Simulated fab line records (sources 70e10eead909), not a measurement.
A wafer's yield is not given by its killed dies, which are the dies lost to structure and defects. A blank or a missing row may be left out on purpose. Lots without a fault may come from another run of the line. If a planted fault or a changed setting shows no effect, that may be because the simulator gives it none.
Chamber matching	flow nandHarc	NHARC_P_GATE_ALD_36 on aldSin-03: 4 sister chambers
The step deposits SiNx, target thk 20 nm, pulse time 60 s, ald cycles 223. 7 wafers are shown with their chamber, then 8 later ones without.

## WAFERS WITH THEIR CHAMBER
wafer	chamber	heaterPowerW (W)	precursorPulseHeightRel
L081.1	1	756	1.012
L084.4	1	749	0.996
L084.1	3	1146	0.973
L086.2	2	873	0.993
L086.1	0	729	0.996
L086.5	3	1130	1.022
L090.2	0	706	1.005

## WAFERS MISSING THEIR CHAMBER
wafer	heaterPowerW (W)	precursorPulseHeightRel
L090.5	722	1.027
L090.6	746	1.016
L093.4	1181	0.988
L093.5	720	0.999
L093.6	741	0.996
L096.1	867	1.001
L096.4	707	0.969
L096.6	751	1.035

## THE CHAMBER EACH PASSED THROUGH
wafer	from the rows above	in truth
L090.5	can't be placed: 0 or 1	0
L090.6	can't be placed: 1 or 0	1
L093.4	3	3
L093.5	0	0
L093.6	can't be placed: 1 or 0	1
L096.1	2	2
L096.4	0	0
L096.6	can't be placed: 1 or 0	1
Placed correctly: 4 of 8. These rows do not allow placing 4 (true chamber among the candidates in 4). Placed wrongly: 0.
How it was worked out, from the rows above alone: a wafer's distance from a chamber is the root of the sum, over the readings, of the square of ((its reading less the chamber's mean) divided by the reading's scatter). The wafer belongs to the nearest chamber; if the next one is less than 2 further off, it can't be placed. The mean given for a chamber averages the wafers shown for that chamber. The scatter is the square root of a quotient: the sum, over the shown wafers, of each reading's squared deviation from its chamber's mean, divided by wafers minus chambers.
